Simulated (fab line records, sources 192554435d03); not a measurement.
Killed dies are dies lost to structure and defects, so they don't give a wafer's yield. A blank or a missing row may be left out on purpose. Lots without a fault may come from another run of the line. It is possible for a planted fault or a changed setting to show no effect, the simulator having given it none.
What tool caused it? || flow n5Finfet || Sampling: 11 lots, 29 wafers, 5 of 1938 route steps

## WHAT EACH GAUGE READ, for each wafer
N5_BEOL_M4_RC_MEAS_101.
{"lot": "L828", "measured": "day 7 22:11", "on": "prober-01", "DIBL_N (mV/V)": "35.7 38.0 37.1", "DIBL_P (mV/V)": "36.5 38.4 37.1", "IOFF_N (nA/um)": "0.146 0.192 0.176", "IOFF_P (nA/um)": "0.19 0.21 0.20", "ION_N (uA/um)": "670 672 682", "ION_P (uA/um)": "454 457 455", "SS_N (mV/dec)": "72.9 73.0 72.7", "SS_P (mV/dec)": "72.9 73.7 73.0", "VT_N (mV)": "251 250 251", "VT_P (mV)": "-253 -249 -249"}
{"lot": "L831", "measured": "day 9 07:46", "on": "prober-01", "DIBL_N (mV/V)": "33.9 34.9 34.1", "DIBL_P (mV/V)": "34.8 35.9 35.4", "IOFF_N (nA/um)": "0.122 0.143 0.125", "IOFF_P (nA/um)": "0.16 0.17 0.16", "ION_N (uA/um)": "670 674 665", "ION_P (uA/um)": "457 452 459", "SS_N (mV/dec)": "70.9 70.7 71.5", "SS_P (mV/dec)": "72.9 73.0 72.6", "VT_N (mV)": "250 251 251", "VT_P (mV)": "-254 -252 -256"}
{"lot": "L835", "measured": "day 9 23:46", "on": "prober-02", "DIBL_N (mV/V)": "34.6 36.3", "DIBL_P (mV/V)": "34.5 36.1", "IOFF_N (nA/um)": "0.115 0.146", "IOFF_P (nA/um)": "0.15 0.18", "ION_N (uA/um)": "652 669", "ION_P (uA/um)": "449 463", "SS_N (mV/dec)": "71.6 71.1", "SS_P (mV/dec)": "72.3 72.7", "VT_N (mV)": "256 252", "VT_P (mV)": "-255 -253"}
{"lot": "L833", "measured": "day 10 03:01", "on": "prober-02", "DIBL_N (mV/V)": "36.8 37.5", "DIBL_P (mV/V)": "38.6 38.5", "IOFF_N (nA/um)": "0.155 0.170", "IOFF_P (nA/um)": "0.19 0.20", "ION_N (uA/um)": "678 676", "ION_P (uA/um)": "459 463", "SS_N (mV/dec)": "71.0 70.9", "SS_P (mV/dec)": "73.4 73.9", "VT_N (mV)": "252 251", "VT_P (mV)": "-252 -254"}
{"lot": "L837", "measured": "day 10 23:31", "on": "prober-01", "DIBL_N (mV/V)": "37.8 37.7 37.9", "DIBL_P (mV/V)": "35.5 35.1 34.9", "IOFF_N (nA/um)": "0.148 0.151 0.149", "IOFF_P (nA/um)": "0.21 0.21 0.20", "ION_N (uA/um)": "669 666 662", "ION_P (uA/um)": "458 459 451", "SS_N (mV/dec)": "71.3 72.1 72.2", "SS_P (mV/dec)": "73.0 72.7 73.3", "VT_N (mV)": "250 253 255", "VT_P (mV)": "-247 -249 -250"}
{"lot": "L838", "measured": "day 11 00:23", "on": "prober-02", "DIBL_N (mV/V)": "36.5 35.9", "DIBL_P (mV/V)": "35.2 34.6", "IOFF_N (nA/um)": "0.167 0.151", "IOFF_P (nA/um)": "0.21 0.20", "ION_N (uA/um)": "681 670", "ION_P (uA/um)": "466 462", "SS_N (mV/dec)": "72.1 70.9", "SS_P (mV/dec)": "72.9 73.4", "VT_N (mV)": "251 250", "VT_P (mV)": "-246 -248"}
{"lot": "L840", "measured": "day 11 04:14", "on": "prober-02", "DIBL_N (mV/V)": "34.0 33.8", "DIBL_P (mV/V)": "33.2 33.3", "IOFF_N (nA/um)": "0.117 0.122", "IOFF_P (nA/um)": "0.17 0.18", "ION_N (uA/um)": "659 655", "ION_P (uA/um)": "461 455", "SS_N (mV/dec)": "71.1 70.5", "SS_P (mV/dec)": "73.0 72.8", "VT_N (mV)": "251 252", "VT_P (mV)": "-252 -252"}
{"lot": "L841", "measured": "day 11 06:28", "on": "prober-01", "DIBL_N (mV/V)": "35.0 35.6 35.9", "DIBL_P (mV/V)": "34.8 35.4 36.6", "IOFF_N (nA/um)": "0.141 0.143 0.164", "IOFF_P (nA/um)": "0.19 0.20 0.22", "ION_N (uA/um)": "677 667 678", "ION_P (uA/um)": "463 464 466", "SS_N (mV/dec)": "71.7 71.7 71.9", "SS_P (mV/dec)": "72.9 73.0 73.7", "VT_N (mV)": "249 253 248", "VT_P (mV)": "-253 -251 -249"}
{"lot": "L842", "measured": "day 11 21:38", "on": "prober-02", "DIBL_N (mV/V)": "35.2 38.9 35.4", "DIBL_P (mV/V)": "36.2 40.1 35.7", "IOFF_N (nA/um)": "0.142 0.205 0.134", "IOFF_P (nA/um)": "0.20 0.27 0.20", "ION_N (uA/um)": "675 687 658", "ION_P (uA/um)": "461 475 456", "SS_N (mV/dec)": "71.5 72.3 71.5", "SS_P (mV/dec)": "73.4 74.0 72.7", "VT_N (mV)": "250 245 250", "VT_P (mV)": "-252 -247 -251"}
{"lot": "L844", "measured": "day 12 20:54", "on": "prober-01", "DIBL_N (mV/V)": "34.6 36.3 35.0", "DIBL_P (mV/V)": "35.8 37.8 36.7", "IOFF_N (nA/um)": "0.160 0.185 0.175", "IOFF_P (nA/um)": "0.20 0.24 0.22", "ION_N (uA/um)": "672 692 701", "ION_P (uA/um)": "456 470 472", "SS_N (mV/dec)": "71.6 71.3 71.0", "SS_P (mV/dec)": "73.2 73.8 73.5", "VT_N (mV)": "247 245 246", "VT_P (mV)": "-250 -250 -250"}
{"lot": "L847", "measured": "day 13 01:29", "on": "prober-01", "DIBL_N (mV/V)": "34.0 33.5 34.8", "DIBL_P (mV/V)": "34.4 34.2 36.0", "IOFF_N (nA/um)": "0.141 0.127 0.159", "IOFF_P (nA/um)": "0.21 0.20 0.24", "ION_N (uA/um)": "664 648 689", "ION_P (uA/um)": "463 457 473", "SS_N (mV/dec)": "72.0 70.8 71.4", "SS_P (mV/dec)": "73.1 72.4 73.4", "VT_N (mV)": "252 253 249", "VT_P (mV)": "-247 -247 -246"}

## WHAT TOOL EACH LOT RAN ON (gives the tool, then ch and the chambers of the sampled wafers, and finally the start)
{"lot": "L828", "N5_BEOL_M1_ALD_84": "aldMetal-03 ch 1,2,3, day 6 14:37", "N5_BEOL_M1_SURFACE_TREAT_85": "pvdSputter-01, day 6 14:51", "N5_BEOL_M1_SPUTTER_90": "pvdSputter-01, day 6 16:14", "N5_BEOL_M1_ANNEAL_51": "rtpAnneal-01 ch 0, day 6 17:06"}
{"lot": "L831", "N5_BEOL_M1_ALD_84": "aldMetal-04 ch 2,3, day 7 09:17", "N5_BEOL_M1_SURFACE_TREAT_85": "pvdSputter-02, day 7 09:31", "N5_BEOL_M1_SPUTTER_90": "pvdSputter-01, day 7 10:50", "N5_BEOL_M1_ANNEAL_51": "rtpAnneal-01 ch 0, day 7 11:44"}
{"lot": "L835", "N5_BEOL_M1_ALD_84": "aldMetal-02 ch 0,1, day 8 03:32", "N5_BEOL_M1_SURFACE_TREAT_85": "pvdSputter-03, day 8 03:46", "N5_BEOL_M1_SPUTTER_90": "pvdSputter-02, day 8 05:18", "N5_BEOL_M1_ANNEAL_51": "rtpAnneal-01 ch 0, day 8 06:12"}
{"lot": "L833", "N5_BEOL_M1_ALD_84": "aldMetal-02 ch 0,1, day 8 04:04", "N5_BEOL_M1_SURFACE_TREAT_85": "pvdSputter-01, day 8 04:14", "N5_BEOL_M1_SPUTTER_90": "pvdSputter-02, day 8 07:11", "N5_BEOL_M1_ANNEAL_51": "rtpAnneal-01 ch 0, day 8 08:11"}
{"lot": "L837", "N5_BEOL_M1_ALD_84": "aldMetal-04 ch 0,1, day 9 01:08", "N5_BEOL_M1_SURFACE_TREAT_85": "pvdSputter-02, day 9 01:23", "N5_BEOL_M1_SPUTTER_90": "pvdSputter-03, day 9 02:42", "N5_BEOL_M1_ANNEAL_51": "rtpAnneal-02 ch 0, day 9 03:38"}
{"lot": "L838", "N5_BEOL_M1_ALD_84": "aldMetal-04 ch 1, day 9 02:02", "N5_BEOL_M1_SURFACE_TREAT_85": "pvdSputter-03, day 9 03:26", "N5_BEOL_M1_SPUTTER_90": "pvdSputter-01, day 9 04:47", "N5_BEOL_M1_ANNEAL_51": "rtpAnneal-02 ch 0, day 9 05:55"}
{"lot": "L840", "N5_BEOL_M1_ALD_84": "aldMetal-03 ch 1,3, day 9 13:26", "N5_BEOL_M1_SURFACE_TREAT_85": "pvdSputter-02, day 9 13:43", "N5_BEOL_M1_SPUTTER_90": "pvdSputter-02, day 9 15:16", "N5_BEOL_M1_ANNEAL_51": "rtpAnneal-02 ch 0, day 9 16:07"}
{"lot": "L841", "N5_BEOL_M1_ALD_84": "aldMetal-04 ch 0,2,3, day 9 19:19", "N5_BEOL_M1_SURFACE_TREAT_85": "pvdSputter-02, day 9 19:34", "N5_BEOL_M1_SPUTTER_90": "pvdSputter-02, day 9 20:55", "N5_BEOL_M1_ANNEAL_51": "rtpAnneal-02 ch 0, day 9 21:49"}
{"lot": "L842", "N5_BEOL_M1_ALD_84": "aldMetal-04 ch 0,1,3, day 9 22:55", "N5_BEOL_M1_SURFACE_TREAT_85": "pvdSputter-01, day 9 23:10", "N5_BEOL_M1_SPUTTER_90": "pvdSputter-02, day 10 00:42", "N5_BEOL_M1_ANNEAL_51": "rtpAnneal-02 ch 0, day 10 01:34"}
{"lot": "L844", "N5_BEOL_M1_ALD_84": "aldMetal-04 ch 0,1,2, day 10 17:58", "N5_BEOL_M1_SURFACE_TREAT_85": "pvdSputter-03, day 10 18:13", "N5_BEOL_M1_SPUTTER_90": "pvdSputter-03, day 10 19:47", "N5_BEOL_M1_ANNEAL_51": "rtpAnneal-02 ch 0, day 10 20:55"}
{"lot": "L847", "N5_BEOL_M1_ALD_84": "aldMetal-03 ch 0,3, day 11 12:25", "N5_BEOL_M1_SURFACE_TREAT_85": "pvdSputter-02, day 11 12:47", "N5_BEOL_M1_SPUTTER_90": "pvdSputter-02, day 11 14:15", "N5_BEOL_M1_ANNEAL_51": "rtpAnneal-02 ch 0, day 11 15:11"}
- N5_BEOL_M1_ALD_84: deposits TaN, pulse time 2 s, purge time 3 s, co reactant purge time 2 s.
- N5_BEOL_M1_SURFACE_TREAT_85
- N5_BEOL_M1_SPUTTER_90: material Cu, target thk 4.5 nm, time 8.29 s.
- N5_BEOL_M1_ANNEAL_51: time 90 s.

## WHAT THE TOOLS THEMSELVES READ (means of the sampled wafers that have a number; where no wafer has one, the mark that the record gives instead)
N5_BEOL_M1_ALD_84.
{"lot": "L828", "tool": "aldMetal-03", "heaterPowerOuterW (W)": 250, "heaterPowerW (W)": 451, "precursorVesselPressureTorr (Torr)": 26.25}
{"lot": "L831", "tool": "aldMetal-04", "heaterPowerOuterW (W)": 198, "heaterPowerW (W)": 377, "precursorVesselPressureTorr (Torr)": 26.18}
{"lot": "L835", "tool": "aldMetal-02", "heaterPowerOuterW (W)": 215, "heaterPowerW (W)": 425, "precursorVesselPressureTorr (Torr)": 26.26}
{"lot": "L833", "tool": "aldMetal-02", "heaterPowerOuterW (W)": 212, "heaterPowerW (W)": 431, "precursorVesselPressureTorr (Torr)": 26.21}
{"lot": "L837", "tool": "aldMetal-04", "heaterPowerOuterW (W)": 222, "heaterPowerW (W)": 413, "precursorVesselPressureTorr (Torr)": 26.27}
{"lot": "L838", "tool": "aldMetal-04", "heaterPowerOuterW (W)": 210, "heaterPowerW (W)": 404, "precursorVesselPressureTorr (Torr)": 26.19}
{"lot": "L840", "tool": "aldMetal-03", "heaterPowerOuterW (W)": 236, "heaterPowerW (W)": 436, "precursorVesselPressureTorr (Torr)": 26.18}
{"lot": "L841", "tool": "aldMetal-04", "heaterPowerOuterW (W)": 207, "heaterPowerW (W)": 397, "precursorVesselPressureTorr (Torr)": 26.22}
{"lot": "L842", "tool": "aldMetal-04", "heaterPowerOuterW (W)": 211, "heaterPowerW (W)": 400, "precursorVesselPressureTorr (Torr)": 26.22}
{"lot": "L844", "tool": "aldMetal-04", "heaterPowerOuterW (W)": 210, "heaterPowerW (W)": 414, "precursorVesselPressureTorr (Torr)": 26.26}
{"lot": "L847", "tool": "aldMetal-03", "heaterPowerOuterW (W)": 218, "heaterPowerW (W)": 410, "precursorVesselPressureTorr (Torr)": 26.20}

N5_BEOL_M1_SPUTTER_90.
{"lot": "L828", "tool": "pvdSputter-01", "chamberPressurePa (Pa)": 0.06998, "substrateTempC (C)": -19.94, "throttleValvePct (%)": 29.5}
{"lot": "L831", "tool": "pvdSputter-01", "chamberPressurePa (Pa)": 0.07016, "substrateTempC (C)": -20.04, "throttleValvePct (%)": 30.3}
{"lot": "L835", "tool": "pvdSputter-02", "chamberPressurePa (Pa)": 0.07000, "substrateTempC (C)": -20.06, "throttleValvePct (%)": 30.1}
{"lot": "L833", "tool": "pvdSputter-02", "chamberPressurePa (Pa)": 0.07005, "substrateTempC (C)": -20.09, "throttleValvePct (%)": 31.4}
{"lot": "L837", "tool": "pvdSputter-03", "chamberPressurePa (Pa)": 0.06995, "substrateTempC (C)": -20.03, "throttleValvePct (%)": 30.3}
{"lot": "L838", "tool": "pvdSputter-01", "chamberPressurePa (Pa)": 0.06989, "substrateTempC (C)": -20.01, "throttleValvePct (%)": 29.1}
{"lot": "L840", "tool": "pvdSputter-02", "chamberPressurePa (Pa)": 0.07007, "substrateTempC (C)": -19.95, "throttleValvePct (%)": 30.0}
{"lot": "L841", "tool": "pvdSputter-02", "chamberPressurePa (Pa)": 0.07021, "substrateTempC (C)": -20.08, "throttleValvePct (%)": 30.0}
{"lot": "L842", "tool": "pvdSputter-02", "chamberPressurePa (Pa)": 0.07465, "substrateTempC (C)": -20.02, "throttleValvePct (%)": 29.4}
{"lot": "L844", "tool": "pvdSputter-03", "chamberPressurePa (Pa)": 0.07007, "substrateTempC (C)": -20.05, "throttleValvePct (%)": 29.8}
{"lot": "L847", "tool": "pvdSputter-02", "chamberPressurePa (Pa)": 0.07460, "substrateTempC (C)": -19.97, "throttleValvePct (%)": 29.9}

N5_BEOL_M1_ANNEAL_51.
{"lot": "L828", "tool": "rtpAnneal-01", "wafer_temp_C_max": 225.84}
{"lot": "L831", "tool": "rtpAnneal-01", "wafer_temp_C_max": 225.81}
{"lot": "L835", "tool": "rtpAnneal-01", "wafer_temp_C_max": 225.77}
{"lot": "L833", "tool": "rtpAnneal-01", "wafer_temp_C_max": 225.68}
{"lot": "L837", "tool": "rtpAnneal-02", "wafer_temp_C_max": 225.99}
{"lot": "L838", "tool": "rtpAnneal-02", "wafer_temp_C_max": 225.69}
{"lot": "L840", "tool": "rtpAnneal-02", "wafer_temp_C_max": 225.55}
{"lot": "L841", "tool": "rtpAnneal-02", "wafer_temp_C_max": 225.59}
{"lot": "L842", "tool": "rtpAnneal-02", "wafer_temp_C_max": 226.04}
{"lot": "L844", "tool": "rtpAnneal-02", "wafer_temp_C_max": 225.85}
{"lot": "L847", "tool": "rtpAnneal-02", "wafer_temp_C_max": 225.79}

## THE ANSWER, worked out from the rows above alone
Rule: usual is defined by the lots themselves. Put in order of their means at a reading, lots are off if they are a third of the lots or fewer, leave a main group of 4 or more, and stand apart from it by a gap of 3 or more times the standard deviation of the main group's means; of several such gaps the widest counts. If all means in a main group match to the digits the tables above print for the reading, that group is not used. Also off: a lot with no number at a reading for which 4 or more lots have one. All remaining lots with rows at the step are treated as sound. After the gauges, taken in route order, come the tools' own readings; for these a lot's mean is taken, as printed above. At the first step where some lot is off, the reading lying furthest off is the one used; lots without a number count as furthest.
Off: L842, L847, at N5_BEOL_M1_SPUTTER_90 (chamberPressurePa). The main group has a mean of 0.07004 Pa with a standard deviation of 9.5e-05.
A tool fits if, at that step or a process step before it, it ran every lot that is off, and no sound lot after the first of them. One candidate fits, namely pvdSputter-02 at N5_BEOL_M1_SPUTTER_90. A fault onset in the window from L841 (day 9 20:55, its last sound lot) to L842 (day 10 00:42, its first lot off) fits.
The tool's own readings at N5_BEOL_M1_SPUTTER_90 bear it out: on the lots that are off they differ by more than 5 times the standard deviation of the sound lots' means. chamberPressurePa reads 0.07462 Pa there against 0.07004 Pa on the sound lots.

## WHAT WAS PUT IN BY THE SIMULATOR
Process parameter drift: pvdSputter-02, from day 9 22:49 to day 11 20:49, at N5_BEOL_M1_SPUTTER_90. A move of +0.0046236 in setting chamberPressurePa, from 0.07. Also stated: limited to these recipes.
Shown lots that were struck: L842, L847. The same result came from the rule above.
